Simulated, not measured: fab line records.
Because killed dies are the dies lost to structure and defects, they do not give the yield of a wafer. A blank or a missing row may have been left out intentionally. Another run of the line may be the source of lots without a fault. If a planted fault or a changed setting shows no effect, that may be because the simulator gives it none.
The tool behind it: which one? | flow n5-finfet | Sampling: 24 lots, 72 wafers, 6 of 1938 route steps

## WHAT EACH GAUGE READ, for each wafer
N5_MOL_CONTACT_COAG_INSPECT_97: inspects for defects (darkfield).
lot  | measured     | on                | raw-defect-count
L074 | day 5 10:23  | defect-inspect-01 | 43 79 65
L075 | day 5 17:08  | defect-inspect-02 | 22 11 20
L076 | day 5 23:17  | defect-inspect-01 | 58 44 30
L077 | day 6 04:59  | defect-inspect-01 | 34 37 33
L078 | day 6 09:10  | defect-inspect-01 | 44 26 26
L079 | day 6 19:12  | defect-inspect-01 | 25 25 34
L080 | day 6 22:11  | defect-inspect-02 | 34 17 39
L081 | day 7 03:14  | defect-inspect-01 | 19 21 50
L082 | day 7 08:03  | defect-inspect-02 | 45 24 35
L083 | day 7 11:06  | defect-inspect-02 | 40 61 44
L084 | day 7 18:39  | defect-inspect-02 | 31 63 75
L085 | day 8 03:53  | defect-inspect-02 | 41 25 36
L086 | day 8 10:40  | defect-inspect-01 | 50 27 56
L087 | day 8 13:41  | defect-inspect-02 | 18 17 31
L088 | day 9 01:22  | defect-inspect-01 | 48 60 46
L089 | day 9 04:20  | defect-inspect-02 | 47 49 44
L090 | day 9 09:19  | defect-inspect-01 | 37 47 35
L091 | day 9 12:37  | defect-inspect-02 | 46 86 70
L092 | day 9 22:16  | defect-inspect-02 | 51 36 52
L093 | day 10 03:44 | defect-inspect-02 | 32 27 23
L094 | day 10 09:08 | defect-inspect-02 | 78 35 37
L095 | day 10 16:30 | defect-inspect-02 | 34 31 36
L096 | day 10 22:29 | defect-inspect-02 | 25 28 24
L097 | day 11 01:35 | defect-inspect-02 | 37 65 34

N5_BEOL_M0_SAQP_CD_MEAS_29 targets a cd of 14.4 nm.
lot  | measured     | on        | cd-nm (nm)
L074 | day 5 15:28  | cd-sem-02 | 14.88 14.83 15.12
L075 | day 5 22:37  | cd-sem-03 | 15.00 14.80 15.12
L076 | day 6 06:23  | cd-sem-02 | 14.76 14.97 14.73
L077 | day 6 11:40  | cd-sem-01 | 14.97 15.00 14.92
L078 | day 6 14:42  | cd-sem-01 | 14.93 14.93 14.89
L079 | day 7 01:02  | cd-sem-01 | 14.88 15.06 14.86
L080 | day 7 03:28  | cd-sem-01 | 15.01 14.64 15.16
L081 | day 7 10:10  | cd-sem-01 | 14.72 14.82 15.09
L082 | day 7 13:25  | cd-sem-03 | 15.17 14.91 14.87
L083 | day 7 18:07  | cd-sem-01 | 14.88 15.42 14.79
L084 | day 7 23:50  | cd-sem-02 | 15.02 14.76 14.78
L085 | day 8 10:03  | cd-sem-02 | 14.65 14.82 14.55
L086 | day 9 01:06  | cd-sem-03 | 15.11 15.40 15.27
L087 | day 9 01:40  | cd-sem-03 | 15.20 14.56 14.99
L088 | day 9 07:05  | cd-sem-02 | 15.15 15.31 15.07
L089 | day 9 12:57  | cd-sem-03 | 14.72 14.89 14.69
L090 | day 9 15:52  | cd-sem-01 | 14.94 14.95 15.04
L091 | day 9 21:42  | cd-sem-02 | 14.87 15.09 14.56
L092 | day 10 04:31 | cd-sem-01 | 15.08 15.02 15.26
L093 | day 10 11:16 | cd-sem-01 | 14.88 14.94 15.26
L094 | day 10 16:03 | cd-sem-01 | 15.31 14.73 15.02
L095 | day 10 23:45 | cd-sem-02 | 14.77 14.81 14.91
L096 | day 11 03:59 | cd-sem-03 | 14.97 14.70 14.85
L097 | day 11 07:57 | cd-sem-01 | 15.08 14.58 14.77

## EACH LOT AND THE TOOL THAT RAN IT (in order: tool; ch and the chambers of the sampled wafers; start)
lot  | N5_BEOL_M0_SAQP_HM_DEP_02    | N5_BEOL_M0_SAQP_PECVD_97        | N5_BEOL_M0_SAQP_PECVD_04        | N5_BEOL_M0_SAQP_ETCH_101
L074 | pvd-sputter-03, day 5 11:07  | pecvd-04 ch 0,2, day 5 11:19    | pecvd-04 ch 0,2, day 5 11:21    | rie-diel-06 ch 1,3, day 5 13:44
L075 | pvd-sputter-03, day 5 18:01  | pecvd-04 ch 0,1, day 5 18:13    | pecvd-04 ch 0,1, day 5 18:15    | rie-diel-03 ch 0,3, day 5 20:49
L076 | pvd-sputter-01, day 6 01:40  | pecvd-02 ch 0,2, day 6 01:52    | pecvd-02 ch 0,2, day 6 01:55    | rie-diel-04 ch 0,1,2, day 6 04:11
L077 | pvd-sputter-01, day 6 05:31  | pecvd-03 ch 1,2, day 6 05:43    | pecvd-03 ch 1,2, day 6 05:45    | rie-diel-03 ch 0,1,2, day 6 09:36
L078 | pvd-sputter-02, day 6 10:04  | pecvd-04 ch 1,2, day 6 10:15    | pecvd-04 ch 1,2, day 6 10:17    | rie-diel-03 ch 0,2, day 6 12:26
L079 | pvd-sputter-02, day 6 19:44  | pecvd-04 ch 0,1,2, day 6 19:57  | pecvd-04 ch 0,1,2, day 6 20:00  | rie-diel-06 ch 0,2,3, day 6 22:33
L080 | pvd-sputter-02, day 6 22:45  | pecvd-03 ch 0,2, day 6 22:57    | pecvd-03 ch 0,2, day 6 22:59    | rie-diel-04 ch 0,1, day 7 01:37
L081 | pvd-sputter-01, day 7 05:07  | pecvd-04 ch 0,1,2, day 7 05:19  | pecvd-04 ch 0,1,2, day 7 05:22  | rie-diel-04 ch 1,2,3, day 7 08:15
L082 | pvd-sputter-01, day 7 08:37  | pecvd-03 ch 0,1,2, day 7 08:48  | pecvd-03 ch 0,1,2, day 7 08:50  | rie-diel-06 ch 0,2,3, day 7 11:11
L083 | pvd-sputter-01, day 7 13:40  | pecvd-04 ch 1,2, day 7 13:55    | pecvd-04 ch 1,2, day 7 13:59    | rie-diel-03 ch 1,2, day 7 16:08
L084 | pvd-sputter-02, day 7 19:30  | pecvd-04 ch 1,2, day 7 19:41    | pecvd-04 ch 1,2, day 7 19:44    | rie-diel-03 ch 0,3, day 7 22:01
L085 | pvd-sputter-01, day 8 05:16  | pecvd-03 ch 0,1, day 8 05:28    | pecvd-03 ch 0,1, day 8 05:30    | rie-diel-04 ch 1,2,3, day 8 07:59
L086 | pvd-sputter-01, day 8 12:46  | pecvd-03 ch 0,2, day 8 12:58    | pecvd-03 ch 0,2, day 8 13:01    | rie-diel-03 ch 0,3, day 8 19:31
L087 | pvd-sputter-01, day 8 16:02  | pecvd-03 ch 0,2, day 8 16:14    | pecvd-03 ch 0,2, day 8 16:16    | rie-diel-04 ch 0,2,3, day 8 20:20
L088 | pvd-sputter-02, day 9 02:46  | pecvd-02 ch 0,1, day 9 02:58    | pecvd-02 ch 0,1, day 9 03:00    | rie-diel-03 ch 1,3, day 9 05:22
L089 | pvd-sputter-03, day 9 08:14  | pecvd-02 ch 0,1, day 9 08:26    | pecvd-02 ch 0,1, day 9 08:28    | rie-diel-03 ch 1,2,3, day 9 10:44
L090 | pvd-sputter-02, day 9 10:56  | pecvd-04 ch 0,1, day 9 11:08    | pecvd-04 ch 0,1, day 9 11:11    | rie-diel-03 ch 0,2,3, day 9 13:46
L091 | pvd-sputter-01, day 9 16:45  | pecvd-03 ch 0,1, day 9 16:59    | pecvd-03 ch 0,1, day 9 17:03    | rie-diel-06 ch 0,1,2, day 9 19:22
L092 | pvd-sputter-02, day 9 23:35  | pecvd-02 ch 1,2, day 9 23:47    | pecvd-02 ch 1,2, day 9 23:49    | rie-diel-04 ch 1,2, day 10 02:35
L093 | pvd-sputter-01, day 10 05:07 | pecvd-02 ch 0,2, day 10 05:19   | pecvd-02 ch 0,2, day 10 05:21   | rie-diel-04 ch 0,2,3, day 10 09:29
L094 | pvd-sputter-03, day 10 11:50 | pecvd-02 ch 0,1,2, day 10 12:03 | pecvd-02 ch 0,1,2, day 10 12:06 | rie-diel-04 ch 1,2, day 10 14:14
L095 | pvd-sputter-01, day 10 18:14 | pecvd-02 ch 1,2, day 10 18:26   | pecvd-02 ch 1,2, day 10 18:28   | rie-diel-03 ch 1,3, day 10 22:01
L096 | pvd-sputter-02, day 10 23:30 | pecvd-02 ch 0,2, day 10 23:43   | pecvd-02 ch 0,2, day 10 23:45   | rie-diel-06 ch 0,2,3, day 11 02:16
L097 | pvd-sputter-03, day 11 03:28 | pecvd-03 ch 0,1, day 11 03:40   | pecvd-03 ch 0,1, day 11 03:43   | rie-diel-04 ch 0,2, day 11 06:02
- N5_BEOL_M0_SAQP_HM_DEP_02: deposits TiN, target thk 12 nm.
- N5_BEOL_M0_SAQP_PECVD_97: deposits SiNx from SiH4/NH3/N2, target thk 23 nm, time 19.9 s.
- N5_BEOL_M0_SAQP_PECVD_04: deposits a-Si from SiH4/He, target thk 60 nm, time 60.2 s.
- N5_BEOL_M0_SAQP_ETCH_101: etches SiNx in CH3F/O2, target depth 29.9 nm, time 42.7 s.

## WHAT THE TOOLS THEMSELVES READ (means of the sampled wafers that have a number; where no wafer has one, the mark that the record gives instead)
N5_BEOL_M0_SAQP_HM_DEP_02.
lot  | tool           | substrate-temp-c (C) | throttle-valve-pct (%)
L074 | pvd-sputter-03 | 24.75                | 30.1
L075 | pvd-sputter-03 | 25.05                | 30.7
L076 | pvd-sputter-01 | 25.04                | 29.5
L077 | pvd-sputter-01 | 25.01                | 30.5
L078 | pvd-sputter-02 | 24.96                | 31.3
L079 | pvd-sputter-02 | 25.11                | 30.1
L080 | pvd-sputter-02 | 25.04                | 30.5
L081 | pvd-sputter-01 | 24.99                | 30.5
L082 | pvd-sputter-01 | 24.99                | 29.9
L083 | pvd-sputter-01 | 24.92                | 29.8
L084 | pvd-sputter-02 | 24.89                | 30.8
L085 | pvd-sputter-01 | 24.89                | 29.5
L086 | pvd-sputter-01 | 24.97                | 29.9
L087 | pvd-sputter-01 | 24.98                | 29.6
L088 | pvd-sputter-02 | 24.87                | 30.8
L089 | pvd-sputter-03 | 24.92                | 30.8
L090 | pvd-sputter-02 | 24.91                | 31.3
L091 | pvd-sputter-01 | 24.96                | 29.9
L092 | pvd-sputter-02 | 24.98                | 30.0
L093 | pvd-sputter-01 | 24.94                | 29.8
L094 | pvd-sputter-03 | 25.03                | 30.0
L095 | pvd-sputter-01 | 24.95                | 29.7
L096 | pvd-sputter-02 | 24.94                | 30.2
L097 | pvd-sputter-03 | 25.06                | 30.6

N5_BEOL_M0_SAQP_PECVD_97.
lot  | tool     | heater-power-outer-w (W) | heater-power-w (W) | showerhead-plenum-p-Torr (Torr) | throttle-valve-pct (%)
L074 | pecvd-04 | 373                      | 601                | 5.14                            | 37.2
L075 | pecvd-04 | 347                      | 578                | 5.21                            | 41.1
L076 | pecvd-02 | 336                      | 558                | 5.15                            | 39.5
L077 | pecvd-03 | 311                      | 512                | 5.18                            | 42.8
L078 | pecvd-04 | 337                      | 544                | 5.19                            | 41.1
L079 | pecvd-04 | 360                      | 585                | 5.18                            | 39.3
L080 | pecvd-03 | 295                      | 515                | 5.12                            | 39.2
L081 | pecvd-04 | 377                      | 606                | 5.18                            | 39.4
L082 | pecvd-03 | 307                      | 535                | 5.17                            | 40.6
L083 | pecvd-04 | 297                      | 501                | 5.19                            | 41.1
L084 | pecvd-04 | 351                      | 558                | 5.19                            | 41.3
L085 | pecvd-03 | 268                      | 494                | 5.16                            | 38.4
L086 | pecvd-03 | 281                      | 502                | 5.13                            | 39.2
L087 | pecvd-03 | 278                      | 474                | 5.14                            | 41.6
L088 | pecvd-02 | 364                      | 592                | 5.13                            | 41.9
L089 | pecvd-02 | 278                      | 483                | 5.12                            | 42.8
L090 | pecvd-04 | 385                      | 639                | 5.20                            | 39.5
L091 | pecvd-03 | 294                      | 537                | 5.15                            | 38.5
L092 | pecvd-02 | 280                      | 499                | 5.14                            | 42.0
L093 | pecvd-02 | 329                      | 556                | 5.15                            | 40.0
L094 | pecvd-02 | 329                      | 560                | 5.13                            | 41.3
L095 | pecvd-02 | 303                      | 534                | 5.14                            | 42.1
L096 | pecvd-02 | 344                      | 581                | 5.15                            | 40.1
L097 | pecvd-03 | 286                      | 531                | 5.20                            | 39.6

N5_BEOL_M0_SAQP_PECVD_04.
lot  | tool     | heater-power-outer-w (W) | heater-power-w (W) | showerhead-plenum-p-Torr (Torr) | throttle-valve-pct (%)
L074 | pecvd-04 | 407                      | 659                | 5.67                            | 17.0
L075 | pecvd-04 | 367                      | 595                | 5.72                            | 18.6
L076 | pecvd-02 | 395                      | 632                | 5.68                            | 18.0
L077 | pecvd-03 | 343                      | 553                | 5.71                            | 19.5
L078 | pecvd-04 | 390                      | 620                | 5.71                            | 18.8
L079 | pecvd-04 | 429                      | 669                | 5.69                            | 17.9
L080 | pecvd-03 | 350                      | 590                | 5.65                            | 17.8
L081 | pecvd-04 | 393                      | 629                | 5.70                            | 17.8
L082 | pecvd-03 | 347                      | 596                | 5.68                            | 18.4
L083 | pecvd-04 | 405                      | 627                | 5.70                            | 18.6
L084 | pecvd-04 | 368                      | 585                | 5.71                            | 18.8
L085 | pecvd-03 | 327                      | 578                | 5.68                            | 17.5
L086 | pecvd-03 | 371                      | 610                | 5.66                            | 17.8
L087 | pecvd-03 | 372                      | 602                | 5.66                            | 18.9
L088 | pecvd-02 | 410                      | 656                | 5.66                            | 19.1
L089 | pecvd-02 | 370                      | 606                | 5.66                            | 19.5
L090 | pecvd-04 | 384                      | 653                | 5.71                            | 17.8
L091 | pecvd-03 | 315                      | 563                | 5.67                            | 17.6
L092 | pecvd-02 | 350                      | 582                | 5.67                            | 19.0
L093 | pecvd-02 | 415                      | 651                | 5.68                            | 18.3
L094 | pecvd-02 | 375                      | 617                | 5.66                            | 18.7
L095 | pecvd-02 | 329                      | 561                | 5.66                            | 19.1
L096 | pecvd-02 | 377                      | 614                | 5.68                            | 18.2
L097 | pecvd-03 | 342                      | 603                | 5.70                            | 17.9

N5_BEOL_M0_SAQP_ETCH_101.
lot  | tool        | bias-w (W) | drypump-motor-current-A (A) | oes-product-au (a.u.) | rf-vpp-V (V) | showerhead-plenum-p-Torr (Torr) | throttle-valve-pct (%)
L074 | rie-diel-06 | 73.12      | 5.7                         | 0.73                  | 293          | 1.96                            | 16.61
L075 | rie-diel-03 | 73.01      | 5.9                         | 0.73                  | 291          | 1.90                            | 16.54
L076 | rie-diel-04 | 72.83      | 5.4                         | 0.74                  | 295          | 2.02                            | 16.51
L077 | rie-diel-03 | 72.96      | 5.9                         | 0.83                  | 294          | 1.97                            | 16.21
L078 | rie-diel-03 | 72.92      | 5.9                         | 0.85                  | 291          | 1.94                            | 16.23
L079 | rie-diel-06 | 73.11      | 5.7                         | 0.86                  | 297          | 1.99                            | 16.40
L080 | rie-diel-04 | 73.18      | 5.1                         | 0.72                  | 297          | 2.04                            | 16.55
L081 | rie-diel-04 | 73.10      | 5.8                         | 0.76                  | 298          | 2.00                            | 16.40
L082 | rie-diel-06 | 72.87      | 5.7                         | 0.85                  | 297          | 1.99                            | 16.43
L083 | rie-diel-03 | 73.05      | 5.8                         | 0.85                  | 297          | 2.01                            | 16.05
L084 | rie-diel-03 | 73.09      | 5.4                         | 0.87                  | 296          | 2.05                            | 16.23
L085 | rie-diel-04 | 72.97      | 5.8                         | 0.76                  | 297          | 2.00                            | 16.41
L086 | rie-diel-03 | 73.11      | 5.8                         | 0.79                  | 292          | 1.98                            | 16.42
L087 | rie-diel-04 | 73.03      | 5.8                         | 0.73                  | 297          | 2.01                            | 16.46
L088 | rie-diel-03 | 73.04      | 5.3                         | 0.88                  | 298          | 2.10                            | 16.09
L089 | rie-diel-03 | 73.09      | 5.5                         | 0.85                  | 298          | 2.04                            | 16.08
L090 | rie-diel-03 | 72.93      | 5.6                         | 0.83                  | 294          | 1.99                            | 16.27
L091 | rie-diel-06 | 72.96      | 5.6                         | 0.81                  | 299          | 2.04                            | 16.41
L092 | rie-diel-04 | 73.28      | 5.8                         | 0.73                  | 297          | 1.98                            | 16.51
L093 | rie-diel-04 | 72.92      | 5.8                         | 0.83                  | 298          | 2.01                            | 16.32
L094 | rie-diel-04 | 73.03      | 5.4                         | 0.74                  | 296          | 1.99                            | 16.53
L095 | rie-diel-03 | 72.86      | 5.3                         | 0.86                  | 297          | 2.09                            | 16.10
L096 | rie-diel-06 | 72.82      | 5.6                         | 0.81                  | 297          | 1.98                            | 16.46
L097 | rie-diel-04 | 72.99      | 5.4                         | 0.87                  | 296          | 2.02                            | 16.30

## THE ANSWER, worked out from the rows above alone
Rule: the lots themselves supply what counts as usual. The widest of any qualifying gaps counts: lots, ordered by their means at a reading, are off when they make up no more than a third of the lots, leave a main group of 4 or more, and stand apart from it by 3 or more times the standard deviation of that group's means. A main group whose means are all the same, to the digits that the tables above print for the reading, isn't used. Also off: a lot with no number at a reading for which 4 or more lots have one. Any other lot the step has rows for is counted as sound. First the gauges in route order, then the tools' own readings, where a lot's mean is used as printed above. At the first step where some lot is off, the reading lying furthest off is the one used; lots without a number count as furthest.
No lot is off at any reading shown: from this, nothing can be told.

## WHAT THE SIMULATOR HAD PUT IN
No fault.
